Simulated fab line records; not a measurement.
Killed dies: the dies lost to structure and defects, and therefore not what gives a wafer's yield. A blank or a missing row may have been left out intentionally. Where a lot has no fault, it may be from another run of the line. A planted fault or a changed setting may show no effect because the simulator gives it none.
Which of the tools did it? | flow nand harc | Sampling: 24 lots, 72 wafers, 6 of 1302 route steps

## WHAT THE GAUGES READ, wafer by wafer
NHARC_P_M2_CD_MEAS_09: target cd 170 nm. Usual: 170.2 nm for cd nm, sd 0.49.
lot  | measured     | on        | cd nm (nm)        | flag
L074 | day 6 08:55  | cd sem-02 | 170.1 170.2 170.5 |
L075 | day 6 13:34  | cd sem-03 | 170.3 170.6 170.0 |
L076 | day 7 08:16  | cd sem-03 | 169.4 169.6 170.4 |
L077 | day 7 12:05  | cd sem-01 | 170.3 170.0 170.2 |
L078 | day 8 02:11  | cd sem-02 | 170.2 170.2 170.7 |
L079 | day 8 07:01  | cd sem-03 | 170.1 170.3 170.0 |
L080 | day 9 00:42  | cd sem-01 | 171.0 170.7 171.0 |
L081 | day 9 08:52  | cd sem-01 | 170.7 170.7 170.3 |
L082 | day 9 22:56  | cd sem-01 | 169.7 170.2 169.4 |
L083 | day 10 08:11 | cd sem-02 | 170.9 170.8 171.0 |
L085 | day 10 21:02 | cd sem-03 | 170.4 171.2 169.9 |
L084 | day 10 21:18 | cd sem-02 | 169.9 170.1 169.7 |
L086 | day 11 10:36 | cd sem-01 | 170.7 170.9 170.4 |
L087 | day 11 20:24 | cd sem-02 | 170.1 169.0 169.5 |
L089 | day 12 11:34 | cd sem-03 | 169.8 169.5 170.1 |
L088 | day 12 12:45 | cd sem-01 | 170.2 169.5 169.5 |
L090 | day 13 04:11 | cd sem-02 | 169.2 169.8 169.8 |
L091 | day 13 12:23 | cd sem-03 | 170.2 170.6 170.1 |
L092 | day 13 18:59 | cd sem-02 | 169.7 170.0 169.4 |
L093 | day 14 08:28 | cd sem-02 | 170.5 170.0 170.8 |
L094 | day 14 19:25 | cd sem-02 | 170.4 170.9 170.2 |
L095 | day 15 04:05 | cd sem-03 | 170.6 170.8 170.5 |
L096 | day 15 16:30 | cd sem-02 | 170.6 170.1 170.6 |
L097 | day 16 06:53 | cd sem-01 | 170.3 170.3 170.8 |

NHARC_P_M2_INSPECT_11. Usual: 4.4 for raw defect count, sd 2.8.
lot  | measured     | on                | raw defect count | flag
L074 | day 6 09:03  | defect inspect-01 | 4 2 5            |
L075 | day 6 13:41  | defect inspect-02 | 8 6 5            |
L076 | day 7 08:23  | defect inspect-01 | 2 1 1            |
L077 | day 7 12:12  | defect inspect-01 | 4 3 2            |
L078 | day 8 02:18  | defect inspect-02 | 3 3 1            |
L079 | day 8 07:08  | defect inspect-01 | 1 5 4            |
L080 | day 9 00:49  | defect inspect-02 | 4 3 6            |
L081 | day 9 08:59  | defect inspect-02 | 4 6 8            |
L082 | day 9 23:02  | defect inspect-02 | 8 8 12           |
L083 | day 10 08:20 | defect inspect-02 | 8 2 7            |
L085 | day 10 21:10 | defect inspect-01 | 4 4 3            |
L084 | day 10 21:25 | defect inspect-02 | 4 3 2            |
L086 | day 11 10:43 | defect inspect-02 | 7 3 7            |
L087 | day 11 20:31 | defect inspect-01 | 2 5 8            |
L089 | day 12 11:41 | defect inspect-01 | 6 3 3            |
L088 | day 12 12:52 | defect inspect-02 | 4 5 8            |
L090 | day 13 04:19 | defect inspect-02 | 9 10 6           |
L091 | day 13 12:31 | defect inspect-01 | 4 4 5            |
L092 | day 13 19:07 | defect inspect-02 | 1 3 3            |
L093 | day 14 08:35 | defect inspect-02 | 14 8 4           |
L094 | day 14 19:32 | defect inspect-01 | 3 3 2            |
L095 | day 15 04:13 | defect inspect-01 | 1 4 4            |
L096 | day 15 16:38 | defect inspect-02 | 8 2 5            |
L097 | day 16 07:01 | defect inspect-02 | 2 0 5            |

NHARC_P_M2_THK_MEAS_24: measures by xrf. Usual: 144.6 nm for thk nm, sd 1.4.
lot  | measured     | on            | thk nm (nm)       | flag
L074 | day 6 11:31  | film metro-01 | 144.1 146.3 146.5 |
L075 | day 6 16:41  | film metro-01 | 144.1 143.2 144.9 |
L076 | day 7 11:01  | film metro-01 | 146.9 146.3 145.5 |
L077 | day 7 14:44  | film metro-02 | 144.8 146.6 143.1 |
L078 | day 8 04:47  | film metro-02 | 142.3 142.5 145.4 |
L079 | day 8 09:37  | film metro-02 | 146.3 144.3 144.3 |
L080 | day 9 03:24  | film metro-01 | 143.7 145.1 144.6 |
L081 | day 9 11:28  | film metro-01 | 144.0 145.4 143.8 |
L082 | day 10 01:31 | film metro-01 | 143.5 144.6 144.7 |
L083 | day 10 10:49 | film metro-02 | 145.1 143.8 144.8 |
L085 | day 10 23:47 | film metro-01 | 142.8 143.9 144.8 |
L084 | day 10 23:55 | film metro-02 | 144.2 145.2 144.4 |
L086 | day 11 13:11 | film metro-02 | 146.4 144.9 145.1 |
L087 | day 11 23:01 | film metro-02 | 143.7 141.7 141.5 |
L089 | day 12 14:19 | film metro-01 | 144.5 147.4 144.9 |
L088 | day 12 15:22 | film metro-02 | 143.8 144.8 144.6 |
L090 | day 13 06:48 | film metro-02 | 143.8 143.7 145.0 |
L091 | day 13 15:01 | film metro-01 | 142.1 143.9 141.6 |
L092 | day 13 21:36 | film metro-01 | 146.2 146.3 145.9 |
L093 | day 14 11:04 | film metro-01 | 144.0 144.6 145.5 |
L094 | day 14 22:01 | film metro-01 | 144.6 142.9 144.6 |
L095 | day 15 06:41 | film metro-02 | 143.5 145.0 145.6 |
L096 | day 15 19:07 | film metro-02 | 144.2 144.5 144.9 |
L097 | day 16 09:29 | film metro-02 | 144.0 142.7 141.3 |

## WHICH TOOL RAN EACH LOT (tool, then ch and the chambers of the sampled wafers, then the start)
lot  | NHARC_P_M1_ETCH_28                            | NHARC_P_M1_PRE_CLEAN_32         | NHARC_P_M1_DEP_33
L074 | rie diel-03 ch 0,1,3, day 6 07:37 or earlier  | pecvd-01 ch 0,1,2, day 6 07:37  | pecvd-01 ch 0,1,2, day 6 07:43
L075 | rie diel-01 ch 0,1, day 6 12:23 or earlier    | pecvd-03 ch 1,2, day 6 12:23    | pecvd-03 ch 1,2, day 6 12:31
L076 | rie diel-05 ch 0,1,2, day 7 07:06 or earlier  | pecvd-01 ch 1,2, day 7 07:06    | pecvd-01 ch 1,2, day 7 07:14
L077 | rie diel-05 ch 0,1, day 7 10:53 or earlier    | pecvd-03 ch 0,2, day 7 10:53    | pecvd-03 ch 0,2, day 7 10:59
L078 | rie diel-01 ch 0,2,3, day 8 00:50 or earlier  | pecvd-03 ch 0,1, day 8 00:50    | pecvd-03 ch 0,1, day 8 00:55
L079 | rie diel-05 ch 2,3, day 8 05:40 or earlier    | pecvd-04 ch 1,2, day 8 05:40    | pecvd-04 ch 1,2, day 8 05:50
L080 | rie diel-03 ch 0,1, day 8 23:27 or earlier    | pecvd-01 ch 1,2, day 8 23:27    | pecvd-01 ch 1,2, day 8 23:32
L081 | rie diel-05 ch 0,3, day 9 07:32 or earlier    | pecvd-01 ch 1,2, day 9 07:32    | pecvd-01 ch 1,2, day 9 07:37
L082 | rie diel-05 ch 0,1,2, day 9 21:37 or earlier  | pecvd-01 ch 0,1,2, day 9 21:37  | pecvd-01 ch 0,1,2, day 9 21:47
L083 | rie diel-03 ch 0,3, day 10 06:52 or earlier   | pecvd-01 ch 0,2, day 10 06:52   | pecvd-01 ch 0,2, day 10 06:59
L085 | rie diel-01 ch 1,2, day 10 19:31 or earlier   | pecvd-01 ch 0,2, day 10 19:31   | pecvd-01 ch 0,2, day 10 19:37
L084 | rie diel-01 ch 0,3, day 10 20:02 or earlier   | pecvd-01 ch 0,1,2, day 10 20:02 | pecvd-01 ch 0,1,2, day 10 20:12
L086 | rie diel-05 ch 0,1,2, day 11 09:25 or earlier | pecvd-01 ch 0,2, day 11 09:25   | pecvd-01 ch 0,2, day 11 09:34
L087 | rie diel-05 ch 0,1,2, day 11 19:04 or earlier | pecvd-04 ch 1,2, day 11 19:04   | pecvd-04 ch 1,2, day 11 19:09
L089 | rie diel-05 ch 0,2, day 12 08:13              | pecvd-01 ch 0,1, day 12 10:17   | pecvd-01 ch 0,1, day 12 10:23
L088 | rie diel-03 ch 0,1, day 12 11:28 or earlier   | pecvd-01 ch 1,2, day 12 11:28   | pecvd-01 ch 1,2, day 12 11:34
L090 | rie diel-01 ch 0,2,3, day 13 02:59 or earlier | pecvd-04 ch 0,1,2, day 13 02:59 | pecvd-04 ch 0,1,2, day 13 03:04
L091 | rie diel-05 ch 0,2, day 13 11:03 or earlier   | pecvd-03 ch 1,2, day 13 11:03   | pecvd-03 ch 1,2, day 13 11:08
L092 | rie diel-05 ch 0,1,2, day 13 17:41 or earlier | pecvd-01 ch 1,2, day 13 17:41   | pecvd-01 ch 1,2, day 13 17:47
L093 | rie diel-03 ch 0,1,2, day 14 07:16 or earlier | pecvd-03 ch 1,2, day 14 07:16   | pecvd-03 ch 1,2, day 14 07:23
L094 | rie diel-03 ch 0,1, day 14 18:05 or earlier   | pecvd-01 ch 1,2, day 14 18:05   | pecvd-01 ch 1,2, day 14 18:12
L095 | rie diel-03 ch 0,1,3, day 15 02:54 or earlier | pecvd-04 ch 0,2, day 15 02:54   | pecvd-04 ch 0,2, day 15 03:01
L096 | rie diel-01 ch 1,3, day 15 15:18 or earlier   | pecvd-03 ch 1,2, day 15 15:18   | pecvd-03 ch 1,2, day 15 15:23
L097 | rie diel-05 ch 0,2, day 16 04:31 or earlier   | pecvd-04 ch 0,2, day 16 04:31   | pecvd-04 ch 0,2, day 16 04:37
- NHARC_P_M1_ETCH_28: etches the open film in CF4/N2, target depth 30 nm, time 72.99 s.
- NHARC_P_M1_PRE_CLEAN_32: time 12 s.
- NHARC_P_M1_DEP_33: deposits SiCN, target thk 30 nm.

## AS READ BY THE TOOLS THEMSELVES (means over the sampled wafers that have a number; for cases with no such wafer, the mark the record gives instead)
NHARC_P_M1_ETCH_28. Usual: drypump motor current A 5.54 A, standard deviation 0.26; oes product au 1.001 a.u., standard deviation 0.0084; rf vpp V 314.6 V, standard deviation 1.8; showerhead plenum p Torr 2.66 Torr, standard deviation 0.093; throttle valve pct 19.795 %, standard deviation 0.0095.
lot  | tool        | drypump motor current A (A) | oes product au (a.u.) | rf vpp V (V) | showerhead plenum p Torr (Torr) | throttle valve pct (%) | flag
L074 | rie diel-03 | 5.59                        | 1.011                 | 313.5        | 2.64                            | 19.804                 |
L075 | rie diel-01 | 5.37                        | 0.999                 | 314.5        | 2.64                            | 19.788                 |
L076 | rie diel-05 | 5.54                        | 0.995                 | 315.9        | 2.70                            | 19.785                 |
L077 | rie diel-05 | 5.48                        | 1.000                 | 314.2        | 2.66                            | 19.787                 |
L078 | rie diel-01 | 5.63                        | 1.007                 | 312.4        | 2.54                            | 19.791                 |
L079 | rie diel-05 | 5.45                        | 1.002                 | 315.5        | 2.69                            | 19.795                 |
L080 | rie diel-03 | 5.60                        | 1.009                 | 315.9        | 2.70                            | 19.799                 |
L081 | rie diel-05 | 5.48                        | 1.003                 | 316.2        | 2.68                            | 19.804                 |
L082 | rie diel-05 | 5.55                        | 0.994                 | 314.9        | 2.70                            | 19.794                 |
L083 | rie diel-03 | 5.63                        | 1.009                 | 316.0        | 2.72                            | 19.790                 |
L085 | rie diel-01 | 5.56                        | 1.006                 | 313.3        | 2.57                            | 19.800                 |
L084 | rie diel-01 | 5.55                        | 0.987                 | 312.8        | 2.56                            | 19.796                 |
L086 | rie diel-05 | 5.57                        | 1.005                 | 315.7        | 2.70                            | 19.802                 |
L087 | rie diel-05 | 5.55                        | 0.993                 | 316.4        | 2.70                            | 19.789                 |
L089 | rie diel-05 | 5.63                        | 0.997                 | 315.8        | 2.73                            | 19.791                 |
L088 | rie diel-03 | 5.56                        | 1.014                 | 313.7        | 2.61                            | 19.792                 |
L090 | rie diel-01 | 5.61                        | 1.002                 | 313.0        | 2.53                            | 19.790                 |
L091 | rie diel-05 | 5.61                        | 0.995                 | 315.7        | 2.74                            | 19.802                 |
L092 | rie diel-05 | 5.56                        | 0.994                 | 316.4        | 2.70                            | 19.799                 |
L093 | rie diel-03 | 5.72                        | 1.004                 | 314.6        | 2.68                            | 19.807                 |
L094 | rie diel-03 | 5.55                        | 1.006                 | 313.3        | 2.61                            | 19.800                 |
L095 | rie diel-03 | 5.59                        | 1.003                 | 314.4        | 2.63                            | 19.800                 |
L096 | rie diel-01 | 5.09                        | 0.997                 | 313.0        | 2.56                            | 19.801                 |
L097 | rie diel-05 | 5.61                        | 0.999                 | 316.2        | 2.73                            | 19.788                 |

NHARC_P_M1_PRE_CLEAN_32. Usual: 637 W for heater power w, sd 100.
lot  | tool     | heater power w (W) | flag
L074 | pecvd-01 | 639                |
L075 | pecvd-03 | 712                |
L076 | pecvd-01 | 573                |
L077 | pecvd-03 | 751                |
L078 | pecvd-03 | 743                |
L079 | pecvd-04 | 547                |
L080 | pecvd-01 | 516                |
L081 | pecvd-01 | 626                |
L082 | pecvd-01 | 617                |
L083 | pecvd-01 | 716                |
L085 | pecvd-01 | 695                |
L084 | pecvd-01 | 625                |
L086 | pecvd-01 | 674                |
L087 | pecvd-04 | 543                |
L089 | pecvd-01 | 606                |
L088 | pecvd-01 | 568                |
L090 | pecvd-04 | 542                |
L091 | pecvd-03 | 697                |
L092 | pecvd-01 | 638                |
L093 | pecvd-03 | 663                |
L094 | pecvd-01 | 570                |
L095 | pecvd-04 | 592                |
L096 | pecvd-03 | 660                |
L097 | pecvd-04 | 594                |

NHARC_P_M1_DEP_33. Usual: 576 W for heater power w, sd 96.
lot  | tool     | heater power w (W) | flag
L074 | pecvd-01 | 558                |
L075 | pecvd-03 | 657                |
L076 | pecvd-01 | 463                |
L077 | pecvd-03 | 731                |
L078 | pecvd-03 | 707                |
L079 | pecvd-04 | 475                |
L080 | pecvd-01 | 515                |
L081 | pecvd-01 | 583                |
L082 | pecvd-01 | 560                |
L083 | pecvd-01 | 628                |
L085 | pecvd-01 | 605                |
L084 | pecvd-01 | 562                |
L086 | pecvd-01 | 657                |
L087 | pecvd-04 | 488                |
L089 | pecvd-01 | 505                |
L088 | pecvd-01 | 519                |
L090 | pecvd-04 | 537                |
L091 | pecvd-03 | 653                |
L092 | pecvd-01 | 542                |
L093 | pecvd-03 | 561                |
L094 | pecvd-01 | 525                |
L095 | pecvd-04 | 513                |
L096 | pecvd-03 | 603                |
L097 | pecvd-04 | 533                |

## THE ANSWER, worked out from the rows above alone
Rule: a lot is off if the mean of its wafers that have a number lies more than 3 standard deviations from the usual mean. A lot without any number at a reading at which 4 lots or more have one is off too. All remaining lots with rows at the step are treated as sound. After the gauges, taken in route order, come the tools' own readings; for these a lot's mean is taken, as printed above. The first step at which some lot is off is used, and at that step the reading that is off furthest; a lot without a number counts as furthest.
No lot is off at any reading shown: from this, nothing can be told.

## WHAT THE SIMULATOR HAD PUT IN
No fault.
